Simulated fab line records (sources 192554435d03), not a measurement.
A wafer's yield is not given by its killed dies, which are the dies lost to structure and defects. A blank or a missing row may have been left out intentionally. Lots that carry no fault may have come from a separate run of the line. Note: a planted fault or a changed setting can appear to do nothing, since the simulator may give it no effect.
8D (eight disciplines) problem report, filled in by code -- flow n5Finfet -- the parts of the form that need people (team, actions taken, sign-off) are left out

== 1. PROBLEM STATEMENT ==
Wafers with no fault read 124.8 s with a standard deviation of 0.42, whereas runLengthS at N5_BEOL_M1_CO_CAP_55 reads a mean of 75.2 s on 1 wafer of 1 lot. So: -99 or more standard deviations from the usual mean.
The step: material Co, precursor CCTBA/H2, target thk 2 nm, time 102.1 s.
The first sign was on wafer L517.4 at day 10 21:11, on cvdCo-02. Wafers with a number at this step in the record: 15, from 5 lots. Rule for "out" (also "out of limits"): further than 4 standard deviations from the usual mean. Any other wafer with a number is counted as sound.

== 2. WHAT IT IS, WHAT IT ISN'T ==
question,is,is not
which readings at this step,runLengthS,heaterPowerW
which lots,L517,"L507, L510, L512, L524"
which wafers of those lots,L517.4,"L517.2, L517.3"
read on which tools,cvdCo-02,cvdCo-01
when,from day 10 21:11,up to then (11 sound wafers); but 3 sound wafers of L524 came after

== 3. THE SUSPECTS, EACH WITH WHAT RULES IT OUT ==
Counting: any tool at a process step up to the reading remains a suspect provided it ran every lot that is out. Sound lots after the first of them don't rule it out here, since some wafers of a struck lot are sound.
- pvdSputter-02 at N5_BEOL_M1_SPUTTER_90 (material Cu, target thk 4.5 nm, time 8.29 s): kept. L517, the lot that is out, went through it at day 10 19:40; up to then, the latest sound lot through it was L507 at day 8 15:56.
- pvdSputter-02 at N5_BEOL_M1_ANNEAL_91 (time 240 s): kept. L517, the lot that is out, went through it at day 10 19:45; up to then, the latest sound lot through it was L507 at day 8 16:01.
- pvdSputter-02 at N5_BEOL_M1_SPUTTER_92 (material Cu, target thk 4.5 nm, time 8.29 s): kept. L517, the lot that is out, went through it at day 10 19:53; up to then, the latest sound lot through it was L507 at day 8 16:10.
- rtpAnneal-01 at N5_BEOL_M1_ANNEAL_51 (time 90 s): kept. L517, the lot that is out, went through it at day 10 20:34; up to then, the latest sound lot through it was L510 at day 8 19:26.
- cvdCo-02 at N5_BEOL_M1_PRE_CLEAN_60 (time 15 s): kept. L517, the lot that is out, went through it at day 10 21:09; up to then, the latest sound lot through it was L510 at day 8 20:01.
- cvdCo-02 at N5_BEOL_M1_CO_CAP_55 (material Co, precursor CCTBA/H2, target thk 2 nm, time 102.1 s): kept. L517, the lot that is out, went through it at day 10 21:11; up to then, the latest sound lot through it was L510 at day 8 20:04. Its own runLengthS readings are out on those wafers.
Left after counting: pvdSputter-02 at N5_BEOL_M1_SPUTTER_90, pvdSputter-02 at N5_BEOL_M1_ANNEAL_91, pvdSputter-02 at N5_BEOL_M1_SPUTTER_92, rtpAnneal-01 at N5_BEOL_M1_ANNEAL_51, cvdCo-02 at N5_BEOL_M1_PRE_CLEAN_60, cvdCo-02 at N5_BEOL_M1_CO_CAP_55.

== 4. THE CAUSE (what the simulator had put in) ==
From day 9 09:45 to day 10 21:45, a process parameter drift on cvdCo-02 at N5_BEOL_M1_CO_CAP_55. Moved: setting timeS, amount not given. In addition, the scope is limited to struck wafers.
Counting left 6 suspects, and this tool is among them.

== 5. SEQUENCE OF EFFECTS, ordered by route ==
Rows list readings where the struck wafers' mean (over those with a number) sits beyond 3 standard deviations from the usual. Only readings whose record carries a usual standard deviation are examined. hours: median over the lots of the time between each lot's start at the first step of this table that gives one and its start at this step. sigmas: the change, counted in usual standard deviations.
hours,step,reading,usual,on struck wafers,change,sigmas
0,N5_BEOL_M1_CO_CAP_55,runLengthS,124.8 s,75.2,-49.6,-99 or more
Its process steps:
- N5_BEOL_M1_CO_CAP_55: material Co, precursor CCTBA/H2, target thk 2 nm, time 102.1 s.
Later measuring or inspecting steps at which every struck wafer that the step has a row for has a number for every such reading, and none has moved that far: N5_BEOL_M4_RC_MEAS_101.

== 6. HOW IT WOULD HAVE BEEN CAUGHT EARLIER ==
In this record the first reading out of limits was taken at day 10 21:11, 35 hours after the fault began at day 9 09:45.
